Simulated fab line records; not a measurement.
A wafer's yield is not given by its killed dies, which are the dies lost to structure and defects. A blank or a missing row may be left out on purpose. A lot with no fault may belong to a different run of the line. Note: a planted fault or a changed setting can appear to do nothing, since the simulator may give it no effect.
fab line records	flow n5_finfet
[record] lots = 7	wafers = 39
route steps=1938 shown FIN_SAQP@98 BEOL_M0_SAQP@632 BEOL_M3@980 BEOL_M6@1194
start_h: the number of hours between the record's first day and the start of the first shown wafer of the lot	wait_h: hours elapsed since this lot's preceding step	" same as the row above	L1.1+2: one row covering several wafers at once	- no value present, or no start provided	* or withheld: withheld	< > ~ a bound
route shown NAME@n: names a module that has steps shown in the file, with the first one's number in the route	usual: mean/standard deviation of fault-free wafers	same: alike in all rows	chamber/n: place in a boat	sites: each site's reading	_std_site: standard deviation across them	_edge_site: the outer-site mean with the inner-site mean subtracted	radius_mm: how far each site lies from the wafer's centre	mask NAME#n: copy n	behind: the tool/chamber that last shaped the wafer	hold: the reason the lot was held/the length of the hold in hours/how it ended	device: the transistor (n, p or np) that didn't switch	end of line: the same wafers' tests at the end of the route	a step with no rows: only its recipe	killed: dies lost to structure and defects at the first sort, not the wafer's yield	map: a wafer's dies, x killed, . not, _ none there
set.NAME: the setting the step ran with; set.NAME@STEP: the setting that earlier step ran with	model.NAME: the simulator's own value behind a step, which no gauge read
lots where settings were altered on purpose, with a table for each step and a row for each wafer
[[steps]]
[step N5_FIN_SAQP_PECVD_47]
[recipe] material = a-Si	target_thk_a = 450	temp_c = 400	precursor = SiH4/He	pressure_torr = 3	rf_w = 100	time_s = 36.3
lot.wafer	tool	chamber	start_h	wait_h	set.time_s	model.a-Si_of_FIN_SAQP_PECVD_47.thk_nm
L075.1	pecvd-01	1	27.41	0.0	36.3	45.03
L075.2	"	0	"	"	36.3	44.52
L075.5	"	0	"	"	36.3	44.89
L077.1	pecvd-01	2	38.92	0.0	36.3	45.76
L077.2	"	0	"	"	19.11	22.95
L077.3	"	1	"	"	36.3	44.91
L077.4	"	1	"	"	19.11	24.05
L077.5	"	0	"	"	36.3	44.84
L077.6	"	2	"	"	19.11	24.66
L078.1	pecvd-01	0	45.43	0.0	36.3	44.08
L078.2	"	2	"	"	18.57	22.73
L078.3	"	1	"	"	18.57	23.08
L078.4	"	2	"	"	36.3	45.85
L078.5	"	0	"	"	18.57	22.26
L078.6	"	1	"	"	36.3	45.37
L080.1+5	pecvd-01	2,0	59.42	0.0	53.9	67.62
L080.2	"	0	"	"	36.3	44.04
L080.3	"	1	"	"	53.9	67.07
L080.4	"	1	"	"	36.3	45.36
L080.6	"	2	"	"	36.3	45.41
L081.1	pecvd-02	0	64.19	0.0	24.88	30.37
L081.2	"	1	"	"	36.3	44.57
L081.3	"	2	"	"	24.88	30.06
L081.4	"	1	"	"	36.3	44.91
L081.5	"	2	"	"	24.88	30.77
L081.6	"	0	"	"	36.3	45.06
L082.1	pecvd-01	1	68.47	0.0	53.25	66.17
L082.2	"	0	"	"	36.3	44.31
L082.3	"	2	"	"	36.3	45.04
L082.4	"	2	"	"	36.3	45.96
L082.5	"	1	"	"	53.25	66.99
L082.6	"	0	"	"	53.25	66.68
L089.1	pecvd-01	2	112.09	0.0	28.6	35.72
L089.2	"	1	"	"	36.3	44.58
L089.3	"	1	"	"	28.6	35.41
L089.4	"	2	"	"	36.3	45.74
L089.5	"	1	"	"	28.6	35.89
L089.6	"	2	"	"	36.3	45.47
[step N5_FIN_SAQP_PECVD_48]
[recipe] material = SiNx	target_thk_a = 250	temp_c = 400	precursor = SiH4/NH3/N2	pressure_torr = 1.5	rf_w = 300	time_s = 22.1
[step N5_FIN_SAQP_PECVD_06]
[recipe] material = a-Si	target_thk_a = 600	temp_c = 400	precursor = SiH4/He	pressure_torr = 3	rf_w = 100	time_s = 48.1
[step N5_FIN_SAQP_ETCH_57]
[recipe] chemistry = CH3F/O2	target = SiNx	mask_material = SiO2	target_depth_a = 325	time_s = 46.4	pressure_mtorr = 30	source_w = 395	bias_w = 73	Ar_flow_sccm = 150	CH3F_flow_sccm = 30	O2_flow_sccm = 20	ion_energy_ev = 120	ends = cleared
[step N5_FIN_SAQP_ETCH_65]
[recipe] chemistry = CF4	target = SiO2	target_depth_a = 40	ion_energy_ev = 350	time_s = 4.4	pressure_mtorr = 10	icp_w = 800	bias_w = 400	cf4_flow_sccm = 80
[step N5_FIN_SAQP_MANDREL_ETCH_58]
[recipe] chemistry = HBr/Cl2	target = a-Si	target_depth_a = 450	bt_time_s = 10	stop_on = SiNx	mask_material = SiO2	over_etch_frac = 0.8	time_s = 27	pressure_mtorr = 10	icp_w = 800	bias_w = 75	HBr_flow_sccm = 150	Cl2_flow_sccm = 80	ends = end_point
[usual] oes_product_au = 0.701/0.011
lot.wafer	tool	chamber	start_h	wait_h	set.time_s@FIN_SAQP_PECVD_47	oes_product_au	model.etch.depth_nm
L075.1	rie_si-01	2	30.40	0.0	36.3	0.697	45.03
L075.2	"	3	"	"	36.3	0.716	44.52
L075.5	"	2	"	"	36.3	0.698	44.89
L077.1	rie_si-01	0	41.87	0.0	36.3	0.716	45.76
L077.2	"	3	"	"	19.11	0.523	22.95
L077.3	"	2	"	"	36.3	0.694	44.91
L077.4	"	1	"	"	19.11	0.514	24.05
L077.5	"	1	"	"	36.3	0.687	44.84
L077.6	"	0	"	"	19.11	0.534	24.66
L078.1	rie_si-03	1	49.01	0.0	36.3	0.683	44.08
L078.2	"	3	"	"	18.57	0.515	22.73
L078.3	"	2	"	"	18.57	0.534	23.08
L078.4	"	0	"	"	36.3	0.712	45.85
L078.5	"	3	"	"	18.57	0.496	22.26
L078.6	"	2	"	"	36.3	0.724	45.37
L080.1	rie_si-01	1	62.76	0.0	53.9	0.877	67.62
L080.2	"	3	"	"	36.3	0.701	44.04
L080.3	"	2	"	"	53.9	0.880	67.07
L080.4	"	0	"	"	36.3	0.717	45.36
L080.5	"	0	"	"	53.9	0.893	67.62
L080.6	"	1	"	"	36.3	0.697	45.41
L081.1	rie_si-05	1	67.35	0.0	24.88	0.573	30.37
L081.2	"	3	"	"	36.3	0.687	44.57
L081.3	"	0	"	"	24.88	0.581	30.06
L081.4	"	2	"	"	36.3	0.704	44.91
L081.5	"	0	"	"	24.88	0.584	30.77
L081.6	"	1	"	"	36.3	0.692	45.06
L082.1	rie_si-03	0	71.66	0.0	53.25	0.890	66.17
L082.2	"	3	"	"	36.3	0.690	44.31
L082.3	"	1	"	"	36.3	0.696	45.04
L082.4	"	2	"	"	36.3	0.720	45.96
L082.5	"	1	"	"	53.25	0.871	66.99
L082.6	"	2	"	"	53.25	0.899	66.68
L089.1	rie_si-01	3	115.12	0.0	28.6	0.632	35.72
L089.2	"	1	"	"	36.3	0.700	44.58
L089.3	"	0	"	"	28.6	0.631	35.41
L089.4	"	2	"	"	36.3	0.704	45.74
L089.5	"	3	"	"	28.6	0.633	35.89
L089.6	"	0	"	"	36.3	0.706	45.47
[step N5_BEOL_M0_SAQP_PECVD_00]
[recipe] material = SiCN	target_thk_a = 80	temp_c = withheld	precursor = 3MS/NH3	pressure_torr = 3	rf_w = 202	time_s = 14
lot.wafer	tool	chamber	start_h	wait_h	set.time_s	model.SiCN_of_BEOL_M0_SAQP_PECVD_00.thk_nm
L075.1+2+5	pecvd-03	1,0,2	111.45	0.2	14	7.8
L077.1+3	pecvd-04	1	123.31	0.2	6.806	4
L077.2	"	2	"	"	6.806	3.8
L077.4+5	"	2,1	"	"	14	8
L077.6	"	2	"	"	14	7.8
L078.1	pecvd-01	1	128.85	0.2	14	8
L078.2+4	"	2	"	"	20.09	11.6
L078.3+5	"	1	"	"	14	8.2
L078.6	"	2	"	"	20.09	11.8
L080.1	pecvd-03	2	146.27	0.2	14	7.8
L080.2+3	"	1,0	"	"	7.275	4.2
L080.4	"	2	"	"	14	8
L080.5	"	0	"	"	7.275	4.4
L080.6	"	1	"	"	14	8.2
L082.1+2	pecvd-04	1,0	152.81	0.2	14	7.8
L082.3+4+5+6	"	2,1,0,2	"	"	14	8
L081.1+2	pecvd-03	0,1	155.84	0.2	14	7.8
L081.3	"	2	"	"	7.353	3.8
L081.4	"	1	"	"	14	8
L081.5	"	2	"	"	7.353	4
L081.6	"	0	"	"	7.353	4.2
L089.1	pecvd-01	0	196.48	0.2	6.223	3.4
L089.2+3+5	"	2,1,2	"	"	14	8.2
L089.4	"	1	"	"	6.223	3.6
L089.6	"	0	"	"	6.223	3.8
[step N5_BEOL_M3_TRENCH_ETCH_37]
[recipe] chemistry = C4F6/O2	target_depth_a = 555.55	target = SiOC	time_s = 29.2	ion_energy_ev = 250	pressure_mtorr = 30	source_w = 355	bias_w = 185	Ar_flow_sccm = 300	C4F6_flow_sccm = 10	O2_flow_sccm = 10
lot.wafer	tool	chamber	start_h	wait_h	set.target_depth_a	model.BEOL_M3.feature_depth_nm	model.etch.depth_nm	model.TiN_of_BEOL_M3_HM_DEP_02.thk_nm
L075.1	rie_diel-03	0	-	-	555.55	57	56.91	17.6
L075.2	"	3	"	"	555.55	54.8	54.86	17.4
L075.5	"	0	"	"	555.55	56.6	56.58	17.4
L077.1	rie_diel-03	1	-	-	555.55	56.6	56.57	17.8
L077.2	"	0	"	"	555.55	57.6	57.53	17.6
L077.3	"	3	"	"	555.55	56.2	56.22	17.8
L077.4	"	2	"	"	555.55	56.8	56.84	18
L077.5	"	2	"	"	555.55	56.6	56.68	17.8
L077.6	"	1	"	"	555.55	56.4	56.48	17.6
L078.1	rie_diel-04	0	-	-	273.2	27.4	27.42	18.8
L078.2	"	2	"	"	555.55	54.2	54.27	17.6
L078.3	"	3	"	"	273.2	27	26.93	19.2
L078.4	"	0	"	"	555.55	56	55.93	17.8
L078.5	"	2	"	"	555.55	54.4	54.5	18
L078.6	"	3	"	"	273.2	26.8	26.77	18.8
L080.1	rie_diel-04	0	-	-	784.2	79.4	79.46	17
L080.2	"	2	"	"	784.2	78.4	78.44	17
L080.3	"	3	"	"	555.55	55.2	55.16	18.2
L080.4	"	2	"	"	555.55	54.8	54.9	17.6
L080.5	"	0	"	"	784.2	79.6	79.65	16.6
L080.6	"	3	"	"	555.55	55.4	55.33	18
L081.1	rie_diel-04	3	-	-	555.55	55.2	55.16	17.6
L081.2	"	0	"	"	276.9	28	27.93	19.2
L081.3	"	2	"	"	555.55	54.6	54.56	17.6
L081.4	"	0	"	"	276.9	27.8	27.78	19
L081.5	"	2	"	"	555.55	54.6	54.62	17.8
L081.6	"	3	"	"	276.9	27.4	27.49	19
L082.1	rie_diel-04	3	-	-	555.55	54.6	54.6	17.6
L082.2	"	0	"	"	362.6	36.4	36.43	18.8
L082.3	"	2	"	"	555.55	54.6	54.67	17.8
L082.4	"	0	"	"	555.55	55.6	55.6	17.6
L082.5	"	2	"	"	362.6	35.6	35.68	18.4
L082.6	"	3	"	"	362.6	35.8	35.9	18.8
L089.1	rie_diel-05	1	-	-	555.55	55.2	55.11	18.2
L089.2	"	2	"	"	555.55	54.2	54.24	17.8
L089.3	"	3	"	"	555.55	55	54.97	17.6
L089.4	"	0	"	"	833.9	83.2	83.26	16.4
L089.5	"	2	"	"	833.9	80.8	80.7	16.6
L089.6	"	3	"	"	833.9	83.2	83.12	16.6
[step N5_BEOL_M3_ETCH_41]
[recipe] chemistry = CH3F/O2	target = SiCN	target_depth_a = 299	taper_deg = 2	time_s = 52.5	ion_energy_ev = 120	mask_material = TiN	pressure_mtorr = 30	source_w = 395	bias_w = 75	Ar_flow_sccm = 150	CH3F_flow_sccm = 30	O2_flow_sccm = 20
[step N5_BEOL_M3_STRIP_97]
[recipe] chemistry = N2/H2	time_s = 10	power_w = 450	temp_c = 40	pressure_mtorr = 20	rf_frequency_hz = 6e+07	bias_power_w = 7	n2_flow_sccm = 200	h2_flow_sccm = 200
[step N5_BEOL_M3_OCD_MEAS_38]
[usual] trench_depth_nm = 55.5/0.85
lot.wafer	tool	chamber	start_h	wait_h	set.target_depth_a@BEOL_M3_TRENCH_ETCH_37	trench_depth_nm
L075.1	ocd-02	-	148.22	-	555.55	56.7
L075.2	"	-	"	"	555.55	55.1
L075.5	"	-	"	"	555.55	56.3
L077.1	ocd-01	-	160.22	-	555.55	56.3
L077.2	"	-	"	"	555.55	57.5
L077.3	"	-	"	"	555.55	56.5
L077.4	"	-	"	"	555.55	56.5
L077.5	"	-	"	"	555.55	56.0
L077.6	"	-	"	"	555.55	56.9
L078.1	ocd-02	-	177.10	-	273.2	27.1
L078.2	"	-	"	"	555.55	54.2
L078.3	"	-	"	"	273.2	27.0
L078.4	"	-	"	"	555.55	56.2
L078.5	"	-	"	"	555.55	54.4
L078.6	"	-	"	"	273.2	26.6
L080.1	ocd-01	-	188.70	-	784.2	79.2
L080.2	"	-	"	"	784.2	78.3
L080.3	"	-	"	"	555.55	55.3
L080.4	"	-	"	"	555.55	54.6
L080.5	"	-	"	"	784.2	79.8
L080.6	"	-	"	"	555.55	55.6
L081.1	ocd-01	-	194.66	-	555.55	55.1
L081.2	"	-	"	"	276.9	27.9
L081.3	"	-	"	"	555.55	54.3
L081.4	"	-	"	"	276.9	28.0
L081.5	"	-	"	"	555.55	54.6
L081.6	"	-	"	"	276.9	27.0
L082.1	ocd-02	-	196.47	-	555.55	54.1
L082.2	"	-	"	"	362.6	36.7
L082.3	"	-	"	"	555.55	55.0
L082.4	"	-	"	"	555.55	55.3
L082.5	"	-	"	"	362.6	35.4
L082.6	"	-	"	"	362.6	35.7
L089.1	ocd-01	-	237.07	-	555.55	55.1
L089.2	"	-	"	"	555.55	54.8
L089.3	"	-	"	"	555.55	55.2
L089.4	"	-	"	"	833.9	83.7
L089.5	"	-	"	"	833.9	80.7
L089.6	"	-	"	"	833.9	83.5
[step N5_BEOL_M6_ILD_DEP_00]
[recipe] material = SiCOH_lowk	target_thk_a = 1797.5	temp_c = 300	precursor = DEMS/porogen	pressure_torr = 5	rf_w = 500	time_s = 33.4
lot.wafer	tool	chamber	start_h	wait_h	set.time_s	model.SiCOH_lowk_of_BEOL_M6_ILD_DEP_00.thk_nm
L075.1	pecvd-02	0	174.75	0.0	33.4	177.8
L075.2	"	1	"	"	33.4	181.2
L075.5	"	1	"	"	33.4	183
L077.1	pecvd-04	0	191.38	0.0	33.4	180
L077.2	"	1	"	"	43.3	228.4
L077.3	"	2	"	"	43.3	229
L077.4	"	2	"	"	33.4	181.4
L077.5	"	0	"	"	33.4	182.8
L077.6	"	1	"	"	43.3	232.6
L078.1	pecvd-01	0	206.98	0.0	33.4	179.6
L078.2	"	1	"	"	33.4	175.8
L078.3	"	1	"	"	33.4	178.8
L078.4	"	0	"	"	33.4	179.8
L078.5	"	1	"	"	33.4	178
L078.6	"	0	"	"	33.4	180.2
L080.1	pecvd-01	1	212.64	0.0	33.4	179.8
L080.2	"	0	"	"	33.4	179.6
L080.3+5	"	0,1	"	"	47.62	258.6
L080.4	"	1	"	"	47.62	256.6
L080.6	"	0	"	"	33.4	184
L081.1	pecvd-01	1	222.30	0.0	14.71	81.8
L081.2	"	0	"	"	33.4	181
L081.3	"	1	"	"	14.71	84
L081.4	"	0	"	"	33.4	182.8
L081.5	"	0	"	"	33.4	181.8
L081.6	"	1	"	"	14.71	82
L082.1	pecvd-02	0	230.93	0.0	33.4	176.6
L082.2	"	1	"	"	52.09	277.6
L082.3	"	2	"	"	52.09	272.2
L082.4	"	2	"	"	33.4	176.8
L082.5	"	1	"	"	33.4	184.2
L082.6	"	0	"	"	52.09	275
L089.1	pecvd-01	0	265.79	0.0	26.72	144.4
L089.2	"	2	"	"	26.72	147
L089.3	"	1	"	"	33.4	177.8
L089.4	"	1	"	"	26.72	145.6
L089.5	"	2	"	"	33.4	184.4
L089.6	"	0	"	"	33.4	182.8
[step N5_BEOL_M6_CURE_74]
[recipe] temp_c = 385	time_s = 240	ambient = He/Ar	material = SiCOH_lowk
lot.wafer	tool	chamber	start_h	wait_h	set.time_s@BEOL_M6_ILD_DEP_00	model.SiCOH_lowk_of_BEOL_M6_ILD_DEP_00.thk_nm
L075.1	uv_cure-03	1	174.81	0.0	33.4	153.4
L075.2	"	1	"	"	33.4	156.2
L075.5	"	1	"	"	33.4	158
L077.1	uv_cure-02	1	191.44	0.0	33.4	155.2
L077.2	"	1	"	"	43.3	197.4
L077.3	"	1	"	"	43.3	198
L077.4	"	1	"	"	33.4	156.4
L077.5	"	1	"	"	33.4	157.6
L077.6	"	1	"	"	43.3	201.2
L078.1+4	uv_cure-03	2	207.06	0.1	33.4	155
L078.2	"	2	"	"	33.4	151.6
L078.3	"	2	"	"	33.4	154.2
L078.5	"	2	"	"	33.4	153.6
L078.6	"	2	"	"	33.4	155.4
L080.1	uv_cure-02	1	212.72	0.1	33.4	155
L080.2	"	1	"	"	33.4	154.8
L080.3+5	"	1	"	"	47.62	224
L080.4	"	1	"	"	47.62	222.4
L080.6	"	1	"	"	33.4	158.8
L081.1+6	uv_cure-02	2	222.39	0.1	14.71	70.2
L081.2	"	2	"	"	33.4	156.2
L081.3	"	2	"	"	14.71	72
L081.4	"	2	"	"	33.4	157.6
L081.5	"	2	"	"	33.4	156.8
L082.1	uv_cure-02	0	231.00	0.0	33.4	152.2
L082.2	"	0	"	"	52.09	240.6
L082.3	"	0	"	"	52.09	236
L082.4	"	0	"	"	33.4	152.4
L082.5	"	0	"	"	33.4	159
L082.6	"	0	"	"	52.09	238.4
L089.1	uv_cure-03	1	265.85	0.0	26.72	124.2
L089.2	"	1	"	"	26.72	126.6
L089.3	"	1	"	"	33.4	153.4
L089.4	"	1	"	"	26.72	125.4
L089.5	"	1	"	"	33.4	159
L089.6	"	1	"	"	33.4	157.6
[step N5_BEOL_M6_THK_MEAS_01]
[recipe] reads = SiCOH_lowk_of_BEOL_M6_ILD_DEP_00
[usual] M6_ILD_THK = 155.5/2.1
lot.wafer	tool	chamber	start_h	wait_h	set.time_s@BEOL_M6_ILD_DEP_00	M6_ILD_THK[nm]
L075.1	film_metro-02	-	175.33	0.4	33.4	153.4
L075.2	"	-	"	"	33.4	156.2
L075.5	"	-	"	"	33.4	158.1
L077.1	film_metro-01	-	191.96	0.4	33.4	155.1
L077.2	"	-	"	"	43.3	197.4
L077.3	"	-	"	"	43.3	197.8
L077.4	"	-	"	"	33.4	156.4
L077.5	"	-	"	"	33.4	157.6
L077.6	"	-	"	"	43.3	201.2
L078.1	film_metro-02	-	207.58	0.4	33.4	154.8
L078.2	"	-	"	"	33.4	151.5
L078.3	"	-	"	"	33.4	154.2
L078.4	"	-	"	"	33.4	154.9
L078.5	"	-	"	"	33.4	153.6
L078.6	"	-	"	"	33.4	155.4
L080.1	film_metro-01	-	213.23	0.4	33.4	155.1
L080.2	"	-	"	"	33.4	155.0
L080.3	"	-	"	"	47.62	224.0
L080.4	"	-	"	"	47.62	222.4
L080.5	"	-	"	"	47.62	224.1
L080.6	"	-	"	"	33.4	158.7
L081.1	film_metro-02	-	222.90	0.4	14.71	70.2
L081.2	"	-	"	"	33.4	156.1
L081.3	"	-	"	"	14.71	72.0
L081.4	"	-	"	"	33.4	157.5
L081.5	"	-	"	"	33.4	156.8
L081.6	"	-	"	"	14.71	70.2
L082.1	film_metro-01	-	231.51	0.4	33.4	152.1
L082.2	"	-	"	"	52.09	240.5
L082.3	"	-	"	"	52.09	235.9
L082.4	"	-	"	"	33.4	152.3
L082.5	"	-	"	"	33.4	158.9
L082.6	"	-	"	"	52.09	238.3
L089.1	film_metro-02	-	266.36	0.4	26.72	124.2
L089.2	"	-	"	"	26.72	126.6
L089.3	"	-	"	"	33.4	153.3
L089.4	"	-	"	"	26.72	125.3
L089.5	"	-	"	"	33.4	159.0
L089.6	"	-	"	"	33.4	157.6
[[key]]
[split] step = N5_FIN_SAQP_PECVD_47	setting = time_s	stated = 36.3	by = wafer
[response] step = N5_FIN_SAQP_PECVD_47	reading = model.a-Si_of_FIN_SAQP_PECVD_47.thk_nm	change = +0.458	per = 1%	r = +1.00
[response] step = N5_FIN_SAQP_MANDREL_ETCH_58	reading = oes_product_au	change = +0.00378	per = 1%	r = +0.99
[response] step = N5_FIN_SAQP_MANDREL_ETCH_58	reading = model.etch.depth_nm	change = +0.458	per = 1%	r = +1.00
[split] step = N5_BEOL_M0_SAQP_PECVD_00	setting = time_s	stated = 14	by = wafer
[response] step = N5_BEOL_M0_SAQP_PECVD_00	reading = model.SiCN_of_BEOL_M0_SAQP_PECVD_00.thk_nm	change = +0.0803	per = 1%	r = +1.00
[split] step = N5_BEOL_M3_TRENCH_ETCH_37	setting = target_depth_a	stated = 555.55	by = wafer
[response] step = N5_BEOL_M3_TRENCH_ETCH_37	reading = model.BEOL_M3.feature_depth_nm	change = +0.552	per = 1%	r = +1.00
[response] step = N5_BEOL_M3_TRENCH_ETCH_37	reading = model.etch.depth_nm	change = +0.552	per = 1%	r = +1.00
[response] step = N5_BEOL_M3_TRENCH_ETCH_37	reading = model.TiN_of_BEOL_M3_HM_DEP_02.thk_nm	change = -0.026	per = 1%	r = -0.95
[response] step = N5_BEOL_M3_OCD_MEAS_38	reading = trench_depth_nm	change = +0.552	per = 1%	r = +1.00
[split] step = N5_BEOL_M6_ILD_DEP_00	setting = time_s	stated = 33.4	by = wafer
[response] step = N5_BEOL_M6_ILD_DEP_00	reading = model.SiCOH_lowk_of_BEOL_M6_ILD_DEP_00.thk_nm	change = +1.75	per = 1%	r = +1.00
[response] step = N5_BEOL_M6_CURE_74	reading = model.SiCOH_lowk_of_BEOL_M6_ILD_DEP_00.thk_nm	change = +1.52	per = 1%	r = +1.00
[response] step = N5_BEOL_M6_THK_MEAS_01	reading = M6_ILD_THK	change = +1.52	per = 1%	r = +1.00
